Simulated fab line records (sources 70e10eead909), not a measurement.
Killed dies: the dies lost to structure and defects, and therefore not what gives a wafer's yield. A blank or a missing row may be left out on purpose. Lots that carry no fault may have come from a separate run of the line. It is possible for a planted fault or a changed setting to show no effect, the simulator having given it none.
Chamber matching + flow nand-harc + NHARC_A_STAIRCASE_TRIM_20 on rie-diel-05: 4 sister chambers
The step chemistry O2, time 211.2 s. 8 wafers are shown with their chamber, then 11 later ones without.

EACH WAFER AND ITS CHAMBER
| wafer  | chamber | showerhead-plenum-p-Torr (Torr) | drypump-motor-current-A (A) |
|--------|---------|---------------------------------|-----------------------------|
| L081.6 | 3       | 3.78                            | 5.80                        |
| L084.1 | 3       | 3.78                            | 5.80                        |
| L084.3 | 2       | 3.50                            | 5.35                        |
| L084.4 | 0       | 3.33                            | 5.72                        |
| L086.2 | 2       | 3.49                            | 5.36                        |
| L086.3 | 1       | 3.35                            | 5.76                        |
| L086.5 | 0       | 3.32                            | 5.70                        |
| L089.3 | 1       | 3.35                            | 5.74                        |

WAFERS MISSING THEIR CHAMBER
| wafer  | showerhead-plenum-p-Torr (Torr) | drypump-motor-current-A (A) |
|--------|---------------------------------|-----------------------------|
| L089.5 | 3.32                            | 5.71                        |
| L089.6 | 3.77                            | 5.79                        |
| L091.3 | 3.77                            | 5.80                        |
| L091.4 | 3.49                            | 5.37                        |
| L091.5 | 3.49                            | 5.37                        |
| L097.1 | 3.48                            | 5.37                        |
| L097.2 | 3.35                            | 5.76                        |
| L097.6 | 3.31                            | 5.71                        |
| L096.2 | 3.31                            | 5.72                        |
| L096.4 | 3.76                            | 5.78                        |
| L096.5 | 3.48                            | 5.35                        |

WHICH CHAMBER EACH WENT THROUGH
| wafer  | from the rows above | in truth |
|--------|---------------------|----------|
| L089.5 | 0                   | 0        |
| L089.6 | 3                   | 3        |
| L091.3 | 3                   | 3        |
| L091.4 | 2                   | 2        |
| L091.5 | 2                   | 2        |
| L097.1 | 2                   | 2        |
| L097.2 | 1                   | 1        |
| L097.6 | 0                   | 0        |
| L096.2 | 0                   | 0        |
| L096.4 | 3                   | 3        |
| L096.5 | 2                   | 2        |
Correct placement for 11 of the 11. Number that these rows cannot place: 0. Wrongly placed: 0.
How it was worked out, from the rows above alone: a wafer's distance from a chamber is the root of the sum, over the readings, of the square of ((its reading less the chamber's mean) divided by the reading's scatter). The wafer belongs to the nearest chamber; if the next one is less than 2 further off, it can't be placed. Each chamber's mean is taken over the wafers shown for it. The scatter is the square root of a quotient: the sum, over the shown wafers, of each reading's squared deviation from its chamber's mean, divided by wafers minus chambers.
